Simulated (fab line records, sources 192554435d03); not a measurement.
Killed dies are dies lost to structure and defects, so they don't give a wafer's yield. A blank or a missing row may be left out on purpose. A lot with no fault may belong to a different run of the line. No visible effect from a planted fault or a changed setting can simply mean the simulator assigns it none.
fab line records    flow n5Finfet    part 1 of 2: steps 1 to 4 of 6
record lots=24  wafers=72  lastDay=19
route steps=1938 shown BEOL_M15@1785
lots untouched by any fault: they come from a run of this same line in which no faults occurred
startH: the number of hours between the record's first day and the start of the first shown wafer of the lot    waitH: hours elapsed since this lot's preceding step    " same as the row above    L1.1+2: a single row standing in for several wafers    - value missing, or start not given    * or withheld: withheld    < > ~ a bound
route shown NAME@n: names a module that has steps shown in the file, with the first one's number in the route    usual: mean/standard deviation taken from wafers without a fault    same: alike in all rows    chamber/n: place in a boat    sites: each site's reading    _std_site: the values' standard deviation    _edge_site: the outer-site mean with the inner-site mean subtracted    radiusMm: how far each site lies from the wafer's centre    mask NAME#n: copy n    behind: the most recent tool/chamber to have shaped the wafer    hold: why the lot went on hold/how many hours it stayed there/how the hold came to an end    device: whichever transistor did not switch (one of n, p or np)    end of line: at the end of the route, the tests of the same wafers    a step without rows: its recipe alone    killed: not the wafer's yield, but the dies lost to structure and defects at the first sort    map: a wafer's dies, x killed, . not, _ none there
set.NAME: the run value of the setting; set.NAME@STEP: its run value at that earlier step    model.NAME: the simulator's own value behind a step, which no gauge read
one table for each step of the route and one row for each wafer, over a sample of lots
services: from which hour (startH, from the record's first day; less than 0 if before it) a tool's chamber was out of use, for how many hours, and why
## steps
# step N5_BEOL_M15_INSPECT_12
# recipe mode=adi  inspectInstrument=macro
# usual rawDefectCount=2.1/1.4
lot.wafer  tool              chamber  startH  waitH  rawDefectCount
L074.1     defectInspect-01  -        246.48  0.0    0
L074.4     "                 -        "       "      1
L074.6     "                 -        "       "      3
L075.2     defectInspect-02  -        254.57  0.0    7
L075.4     "                 -        "       "      3
L075.5     "                 -        "       "      1
L077.1     defectInspect-02  -        272.59  0.0    2
L077.2     "                 -        "       "      1
L077.4     "                 -        "       "      2
L078.1     defectInspect-02  -        272.72  0.0    0
L078.2     "                 -        "       "      3
L078.4     "                 -        "       "      2
L079.1     defectInspect-01  -        277.09  0.0    1
L079.4     "                 -        "       "      4
L079.6     "                 -        "       "      1
L080.2     defectInspect-02  -        284.25  0.0    5
L080.3     "                 -        "       "      1
L080.4     "                 -        "       "      3
L082.3     defectInspect-01  -        295.99  0.0    4
L082.4     "                 -        "       "      1
L082.6     "                 -        "       "      1
L081.3     defectInspect-02  -        296.37  0.0    5
L081.4     "                 -        "       "      3
L081.6     "                 -        "       "      5
L083.2     defectInspect-02  -        318.26  0.0    0
L083.5     "                 -        "       "      4
L083.6     "                 -        "       "      2
L084.1     defectInspect-02  -        321.10  0.0    2
L084.3     "                 -        "       "      3
L084.5     "                 -        "       "      4
L086.1     defectInspect-02  -        321.68  0.0    0
L086.2     "                 -        "       "      3
L086.3     "                 -        "       "      3
L085.2     defectInspect-02  -        326.38  0.0    1
L085.4     "                 -        "       "      1
L085.6     "                 -        "       "      1
L087.1     defectInspect-01  -        334.08  0.0    2
L087.2     "                 -        "       "      2
L087.5     "                 -        "       "      0
L089.1     defectInspect-01  -        334.41  0.0    3
L089.4     "                 -        "       "      1
L089.6     "                 -        "       "      4
L088.1     defectInspect-02  -        343.78  0.0    1
L088.4     "                 -        "       "      3
L088.5     "                 -        "       "      3
L090.1     defectInspect-01  -        346.76  0.0    1
L090.5     "                 -        "       "      1
L090.6     "                 -        "       "      1
L091.1     defectInspect-02  -        357.06  0.0    3
L091.2     "                 -        "       "      1
L091.4     "                 -        "       "      4
L092.2     defectInspect-02  -        357.68  0.0    1
L092.4     "                 -        "       "      2
L092.5     "                 -        "       "      1
L093.2     defectInspect-02  -        360.65  0.0    2
L093.4     "                 -        "       "      2
L093.6     "                 -        "       "      1
L094.4     defectInspect-01  -        387.40  0.0    1
L094.5     "                 -        "       "      1
L094.6     "                 -        "       "      3
L076.2     defectInspect-01  -        391.50  0.0    5
L076.3     "                 -        "       "      2
L076.5     "                 -        "       "      4
L095.1     defectInspect-02  -        396.18  0.0    0
L095.3     "                 -        "       "      3
L095.6     "                 -        "       "      3
L097.1     defectInspect-02  -        408.68  0.0    1
L097.3     "                 -        "       "      1
L097.6     "                 -        "       "      1
L096.1     defectInspect-02  -        427.29  0.0    5
L096.3     "                 -        "       "      1
L096.4     "                 -        "       "      2
# step N5_BEOL_M15_STRIP_64
# recipe chemistry=O2  powerW=600  tempC=60  pressureMtorr=30  rfFrequencyHz=6e+07  biasPowerW=0  overashFraction=0.3  o2FlowSccm=225
# usual drypumpMotorCurrentA=5.5/0.41  oesProductAu=0.78/0.077  rfVppV=3.6/0.49  showerheadPlenumPTorr=2.10/0.07  tempC=59.98/0.11  throttleValvePct=16.79/0.14
# same biasPowerW=0
lot.wafer  tool        chamber  startH  waitH  drypumpMotorCurrentA  oesProductAu  rfHoursCounterH  rfVppV  showerheadPlenumPTorr  tempC  throttleValvePct
L074.1     rieDiel-05  1        -       -      6.1                   0.80          103              4.0     2.10                   60.14  16.71
L074.4     "           3        "       "      5.3                   0.73          196              2.7     1.99                   59.88  16.68
L074.6     "           2        "       "      5.6                   0.73          -                3.3     2.01                   59.92  17.01
L075.2     rieDiel-05  3        -       -      5.4                   0.73          199              3.2     1.99                   60.02  16.69
L075.4     "           0        "       "      4.9                   0.94          15               3.7     2.15                   59.85  16.85
L075.5     "           1        "       "      6.2                   0.79          -                3.4     2.10                   60.00  16.71
L077.1     rieDiel-05  1        -       -      6.2                   0.78          111              4.6     2.10                   59.87  16.72
L077.2     "           2        "       "      5.7                   0.71          183              3.4     2.01                   59.93  17.00
L077.4     "           1        "       "      6.2                   0.78          -                3.6     2.10                   59.82  16.72
L078.1     rieDiel-02  1        -       -      6.0                   0.85          69               3.6     2.11                   60.00  16.86
L078.2     "           3        "       "      5.7                   0.86          38               4.2     2.21                   60.16  16.47
L078.4     "           0        "       "      5.6                   0.76          130              3.0     2.11                   59.85  16.82
L079.1     rieDiel-05  3        -       -      5.3                   0.72          201              4.1     1.99                   60.04  16.70
L079.4     "           1        "       "      6.2                   0.77          113              3.7     2.09                   60.11  16.72
L079.6     "           3        "       "      5.3                   0.72          -                4.0     1.99                   60.10  16.70
L080.2     rieDiel-02  2        -       -      5.7                   0.72          183              4.0     2.18                   59.85  16.77
L080.3     "           0        "       "      5.6                   0.76          134              3.2     2.11                   59.97  16.83
L080.4     "           1        "       "      6.0                   0.85          73               3.9     2.10                   59.97  16.86
L082.3     rieDiel-02  1        -       -      6.1                   0.84          77               3.9     2.10                   59.85  16.89
L082.4     "           0        "       "      5.6                   0.77          -                3.7     2.11                   59.98  16.82
L082.6     "           1        "       "      6.0                   0.85          -                4.1     2.10                   59.99  16.89
L081.3     rieDiel-04  1        -       -      5.0                   0.72          173              3.0     2.18                   60.08  16.83
L081.4     "           0        "       "      5.5                   0.71          227              2.9     2.19                   60.04  16.71
L081.6     "           1        "       "      5.0                   0.73          -                3.1     2.18                   59.90  16.82
L083.2     rieDiel-05  1        -       -      6.2                   0.77          125              3.8     2.09                   60.01  16.73
L083.5     "           1        "       "      6.2                   0.77          -                4.2     2.09                   60.13  16.74
L083.6     "           2        "       "      5.7                   0.72          -                3.1     2.00                   60.13  17.02
L084.1     rieDiel-04  0        -       -      5.5                   0.70          234              4.1     2.18                   60.07  16.72
L084.3     "           1        "       "      5.0                   0.71          180              3.7     2.18                   60.13  16.82
L084.5     "           1        "       "      5.0                   0.72          -                3.0     2.18                   60.00  16.83
L086.1     rieDiel-04  3        -       -      5.4                   0.91          16               3.2     2.04                   60.04  16.59
L086.2     "           2        "       "      5.0                   0.83          51               3.0     2.12                   59.64  16.75
L086.3     "           0        "       "      5.4                   0.69          234              4.0     2.18                   60.08  16.73
L085.2     rieDiel-04  0        -       -      5.5                   0.70          235              4.4     2.18                   60.02  16.73
L085.4     "           1        "       "      5.0                   0.73          182              3.2     2.18                   59.98  16.85
L085.6     "           2        "       "      4.9                   0.84          -                4.4     2.12                   59.90  16.75
L087.1     rieDiel-05  0        -       -      5.0                   0.90          36               3.7     2.14                   60.05  16.90
L087.2     "           2        "       "      5.6                   0.71          202              3.5     2.00                   59.87  17.04
L087.5     "           0        "       "      4.9                   0.89          -                3.0     2.14                   60.20  16.88
L089.1     rieDiel-02  3        -       -      5.7                   0.85          55               3.9     2.20                   59.92  16.50
L089.4     "           1        "       "      6.0                   0.82          89               4.4     2.10                   60.24  16.89
L089.6     "           1        "       "      6.1                   0.82          -                3.5     2.10                   60.35  16.89
L088.1     rieDiel-05  1        -       -      6.2                   0.76          131              4.2     2.09                   59.98  16.76
L088.4     "           3        "       "      5.3                   0.71          221              4.0     1.98                   59.74  16.72
L088.5     "           2        "       "      5.7                   0.71          -                3.6     2.00                   59.84  17.04
L090.1     rieDiel-02  2        -       -      5.7                   0.72          204              4.1     2.17                   59.85  16.82
L090.5     "           3        "       "      5.8                   0.86          -                3.1     2.20                   59.87  16.51
L090.6     "           2        "       "      5.7                   0.71          -                3.4     2.17                   59.93  16.83
L091.1     rieDiel-04  2        -       -      4.9                   0.81          64               3.4     2.12                   60.05  16.77
L091.2     "           0        "       "      5.4                   0.68          247              3.8     2.18                   59.89  16.75
L091.4     "           3        "       "      5.4                   0.91          19               3.7     2.04                   59.96  16.59
L092.2     rieDiel-02  1        -       -      6.0                   0.82          95               4.7     2.10                   59.96  16.90
L092.4     "           3        "       "      5.7                   0.86          62               4.2     2.20                   59.89  16.51
L092.5     "           3        "       "      5.7                   0.85          -                3.1     2.20                   59.91  16.52
L093.2     rieDiel-05  2        -       -      5.6                   0.71          210              4.1     2.00                   60.14  17.03
L093.4     "           3        "       "      5.4                   0.70          225              3.9     1.98                   60.00  16.74
L093.6     "           3        "       "      5.4                   0.70          -                4.6     1.98                   60.05  16.76
L094.4     rieDiel-02  1        -       -      6.1                   0.80          103              4.7     2.09                   60.22  16.93
L094.5     "           1        "       "      6.1                   0.80          -                3.4     2.09                   60.13  16.92
L094.6     "           2        "       "      5.7                   0.70          -                3.7     2.17                   60.07  16.83
L076.2     rieDiel-04  1        -       -      5.0                   0.70          202              2.4     2.17                   59.93  16.88
L076.3     "           2        "       "      4.9                   0.81          73               3.2     2.12                   59.93  16.77
L076.5     "           3        "       "      5.4                   0.88          -                3.3     2.04                   60.04  16.59
L095.1     rieDiel-05  3        -       -      5.4                   0.69          237              3.3     1.98                   59.83  16.76
L095.3     "           0        "       "      5.0                   0.86          54               3.7     2.14                   60.01  16.93
L095.6     "           3        "       "      5.3                   0.69          -                3.2     1.98                   60.12  16.77
L097.1     rieDiel-05  0        -       -      5.0                   0.86          58               3.6     2.13                   59.94  16.94
L097.3     "           1        "       "      6.2                   0.75          152              3.5     2.08                   59.92  16.79
L097.6     "           3        "       "      5.4                   0.69          -                3.4     1.98                   59.97  16.77
L096.1     rieDiel-05  1        -       -      6.1                   0.74          159              4.1     2.08                   60.21  16.80
L096.3     "           3        "       "      5.3                   0.69          247              4.1     1.98                   60.08  16.77
L096.4     "           3        "       "      5.4                   0.68          -                3.2     1.98                   60.03  16.78
# step N5_BEOL_M15_ETCH_57
# recipe chemistry=N2/H2  target=SOC  sourceW=3000  biasW=350  timeS=750  ionEnergyEv=200  pressureMtorr=30  n2FlowSccm=200  h2FlowSccm=200
# usual drypumpMotorCurrentA=5.6/0.37  h2FlowSccm=200.0/0.55  oesProductAu=0.79/0.076  rfVppV=524.6/2.3  showerheadPlenumPTorr=2.57/0.085  throttleValvePct=17.92/0.2
lot.wafer  tool        chamber  startH  waitH  drypumpMotorCurrentA  h2FlowSccm  oesProductAu  rfHoursCounterH  rfVppV  showerheadPlenumPTorr  throttleValvePct
L074.1     rieDiel-02  1        247.11  -      6.1                   200.0       0.86          62               525.8   2.58                   18.09
L074.4     "           0        "       "      5.5                   199.6       0.77          124              524.0   2.57                   18.01
L074.6     "           1        "       "      6.1                   199.5       0.87          -                523.8   2.58                   18.09
L075.2     rieDiel-05  1        255.20  -      6.2                   199.2       0.79          106              523.3   2.58                   18.14
L075.4     "           0        "       "      5.0                   199.8       0.93          15               525.6   2.62                   18.24
L075.5     "           1        "       "      6.2                   199.1       0.80          -                525.4   2.58                   18.11
L077.1     rieDiel-05  1        273.45  -      6.2                   200.1       0.79          111              525.5   2.57                   18.15
L077.2     "           0        "       "      5.0                   200.7       0.92          20               524.1   2.62                   18.23
L077.4     "           0        "       "      5.0                   200.5       0.91          -                524.7   2.62                   18.24
L078.1     rieDiel-02  3        273.47  -      5.7                   199.3       0.88          38               528.3   2.71                   17.63
L078.2     "           0        "       "      5.6                   199.8       0.77          131              524.5   2.57                   18.00
L078.4     "           2        "       "      5.7                   199.5       0.73          179              526.5   2.64                   17.85
L079.1     rieDiel-02  2        277.90  -      5.7                   199.4       0.74          181              524.9   2.64                   17.86
L079.4     "           3        "       "      5.7                   200.1       0.88          40               530.0   2.71                   17.63
L079.6     "           2        "       "      5.7                   199.3       0.73          -                525.9   2.64                   17.86
L080.2     rieDiel-05  1        285.06  -      6.2                   200.5       0.77          116              525.1   2.57                   18.16
L080.3     "           3        "       "      5.4                   199.3       0.73          203              519.9   2.41                   17.71
L080.4     "           1        "       "      6.2                   200.3       0.77          -                524.8   2.57                   18.16
L082.3     rieDiel-04  2        296.81  -      5.0                   200.5       0.87          43               524.6   2.58                   17.79
L082.4     "           0        "       "      5.5                   200.4       0.70          227              526.5   2.62                   17.69
L082.6     "           1        "       "      5.0                   199.8       0.72          -                525.7   2.63                   17.82
L081.3     rieDiel-05  2        297.04  -      5.7                   200.0       0.71          191              518.6   2.41                   18.01
L081.4     "           0        "       "      5.0                   199.8       0.90          26               525.7   2.62                   18.24
L081.6     "           3        "       "      5.4                   200.1       0.72          -                520.5   2.41                   17.72
L083.2     rieDiel-02  2        319.02  -      5.7                   199.6       0.72          195              526.9   2.64                   17.88
L083.5     "           1        "       "      6.1                   200.4       0.84          -                524.1   2.57                   18.14
L083.6     "           2        "       "      5.8                   200.6       0.72          -                525.6   2.64                   17.87
L084.1     rieDiel-02  3        321.73  -      5.7                   199.9       0.86          50               527.2   2.70                   17.66
L084.3     "           1        "       "      6.1                   200.5       0.84          85               524.7   2.57                   18.12
L084.5     "           2        "       "      5.7                   200.2       0.72          -                525.5   2.63                   17.89
L086.1     rieDiel-02  3        322.31  -      5.7                   200.2       0.87          51               527.4   2.70                   17.67
L086.2     "           1        "       "      6.1                   200.1       0.83          85               523.8   2.57                   18.12
L086.3     "           0        "       "      5.6                   200.1       0.76          146              523.7   2.56                   18.02
L085.2     rieDiel-04  2        327.05  -      5.0                   200.2       0.86          53               525.2   2.58                   17.80
L085.4     "           1        "       "      5.0                   199.9       0.71          182              526.1   2.62                   17.85
L085.6     "           0        "       "      5.5                   199.5       0.71          -                525.0   2.62                   17.70
L087.1     rieDiel-04  0        335.19  -      5.4                   200.6       0.70          239              526.6   2.62                   17.71
L087.2     "           2        "       "      4.9                   200.8       0.84          55               525.6   2.58                   17.81
L087.5     "           1        "       "      5.0                   199.0       0.71          -                526.1   2.62                   17.87
L089.1     rieDiel-05  1        335.39  -      6.2                   200.0       0.76          129              524.6   2.57                   18.18
L089.4     "           3        "       "      5.3                   199.7       0.71          218              519.8   2.40                   17.74
L089.6     "           2        "       "      5.7                   199.8       0.70          -                519.2   2.41                   18.04
L088.1     rieDiel-05  1        344.42  -      6.2                   199.5       0.76          132              524.3   2.56                   18.17
L088.4     "           2        "       "      5.6                   199.2       0.71          205              520.8   2.41                   18.06
L088.5     "           3        "       "      5.4                   199.4       0.71          -                520.0   2.40                   17.74
L090.1     rieDiel-04  1        347.39  -      5.0                   200.9       0.71          190              526.7   2.62                   17.86
L090.5     "           2        "       "      5.0                   200.1       0.85          -                526.4   2.58                   17.84
L090.6     "           1        "       "      5.0                   201.3       0.71          -                527.0   2.62                   17.87
L091.1     rieDiel-02  3        357.70  -      5.7                   200.2       0.85          61               527.9   2.70                   17.69
L091.2     "           1        "       "      6.0                   199.5       0.82          95               522.9   2.56                   18.15
L091.4     "           2        "       "      5.7                   200.4       0.72          207              526.1   2.63                   17.89
L092.2     rieDiel-02  0        358.77  -      5.6                   200.0       0.75          156              524.4   2.56                   18.04
L092.4     "           1        "       "      6.1                   200.7       0.81          95               524.3   2.56                   18.14
L092.5     "           2        "       "      5.7                   200.2       0.72          -                527.0   2.63                   17.90
L093.2     rieDiel-05  1        361.29  -      6.2                   199.6       0.76          137              524.4   2.56                   18.18
L093.4     "           2        "       "      5.7                   200.0       0.71          210              521.1   2.41                   18.06
L093.6     "           3        "       "      5.4                   200.0       0.71          -                520.2   2.40                   17.74
L094.4     rieDiel-02  3        388.03  -      5.7                   201.0       0.84          69               526.0   2.70                   17.69
L094.5     "           2        "       "      5.7                   200.5       0.71          -                525.6   2.63                   17.91
L094.6     "           1        "       "      6.0                   200.3       0.81          -                524.2   2.56                   18.17
L076.2     rieDiel-04  3        392.13  -      5.4                   199.4       0.90          29               522.4   2.50                   17.86
L076.3     "           1        "       "      5.0                   200.3       0.71          202              526.6   2.61                   17.90
L076.5     "           2        "       "      5.0                   200.0       0.82          -                524.8   2.57                   17.86
L095.1     rieDiel-02  3        396.81  -      5.7                   200.1       0.85          71               528.6   2.69                   17.71
L095.3     "           2        "       "      5.7                   200.2       0.71          218              524.9   2.63                   17.92
L095.6     "           2        "       "      5.7                   200.1       0.71          -                525.6   2.63                   17.91
L097.1     rieDiel-04  3        409.48  -      5.4                   200.9       0.86          33               522.1   2.50                   17.87
L097.3     "           2        "       "      5.0                   199.9       0.81          78               524.7   2.57                   17.85
L097.6     "           0        "       "      5.5                   201.2       0.98          -                525.2   2.61                   17.27
L096.1     rieDiel-02  2        428.41  -      5.8                   200.0       0.70          227              526.3   2.62                   17.92
L096.3     "           1        "       "      6.1                   199.9       0.80          115              524.5   2.56                   18.18
L096.4     "           3        "       "      5.7                   200.3       0.82          81               526.7   2.69                   17.74
# step N5_BEOL_M15_CD_MEAS_28
# recipe targetCdNm=407.6  landingEnergyEv=500  detector=seInlens
# usual cdNm=408.5/1.8
lot.wafer  tool      chamber  startH  waitH  cdNm
L074.1     cdSem-03  0        247.89  -      408.7
L074.4     "         0        "       "      411.3
L074.6     "         0        "       "      408.2
L075.2     cdSem-02  0        256.10  -      408.9
L075.4     "         0        "       "      408.1
L075.5     "         0        "       "      407.3
L077.1     cdSem-01  0        274.22  -      406.5
L077.2     "         0        "       "      407.0
L077.4     "         0        "       "      408.4
L078.1     cdSem-01  0        274.38  -      410.2
L078.2     "         0        "       "      410.8
L078.4     "         0        "       "      411.2
L079.1     cdSem-01  0        278.80  -      407.2
L079.4     "         0        "       "      408.1
L079.6     "         0        "       "      406.9
L080.2     cdSem-01  0        285.96  -      409.9
L080.3     "         0        "       "      411.7
L080.4     "         0        "       "      409.2
L082.3     cdSem-01  0        297.59  -      410.4
L082.4     "         0        "       "      407.7
L082.6     "         0        "       "      407.1
L081.3     cdSem-02  0        297.94  -      408.4
L081.4     "         0        "       "      408.9
L081.6     "         0        "       "      409.4
L083.2     cdSem-02  0        319.79  -      403.9
L083.5     "         0        "       "      407.0
L083.6     "         0        "       "      407.8
L084.1     cdSem-01  0        322.63  -      409.3
L084.3     "         0        "       "      409.4
L084.5     "         0        "       "      410.2
L086.1     cdSem-01  0        323.09  -      406.1
L086.2     "         0        "       "      409.0
L086.3     "         0        "       "      409.9
L085.2     cdSem-01  0        327.95  -      406.8
L085.4     "         0        "       "      407.2
L085.6     "         0        "       "      405.2
L087.1     cdSem-03  0        336.09  -      411.1
L087.2     "         0        "       "      409.3
L087.5     "         0        "       "      408.5
L089.1     cdSem-02  0        336.29  -      411.3
L089.4     "         0        "       "      411.5
L089.6     "         0        "       "      408.1
L088.1     cdSem-03  0        345.19  -      408.9
L088.4     "         0        "       "      408.2
L088.5     "         0        "       "      406.3
L090.1     cdSem-01  0        348.29  -      410.1
L090.5     "         0        "       "      405.9
L090.6     "         0        "       "      407.3
L091.1     cdSem-03  0        358.59  -      408.3
L091.2     "         0        "       "      405.9
L091.4     "         0        "       "      407.3
L092.2     cdSem-03  0        359.55  -      405.3
L092.4     "         0        "       "      406.5
L092.5     "         0        "       "      408.1
L093.2     cdSem-01  0        362.06  -      408.4
L093.4     "         0        "       "      405.1
L093.6     "         0        "       "      405.9
L094.4     cdSem-03  0        388.81  -      409.7
L094.5     "         0        "       "      406.4
L094.6     "         0        "       "      408.3
L076.2     cdSem-03  0        393.03  -      407.8
L076.3     "         0        "       "      409.2
L076.5     "         0        "       "      405.6
L095.1     cdSem-01  0        397.71  -      408.4
L095.3     "         0        "       "      410.6
L095.6     "         0        "       "      408.2
L097.1     cdSem-02  0        410.37  -      410.0
L097.3     "         0        "       "      409.7
L097.6     "         0        "       "      407.5
L096.1     cdSem-01  0        429.31  -      411.0
L096.3     "         0        "       "      412.0
L096.4     "         0        "       "      409.2
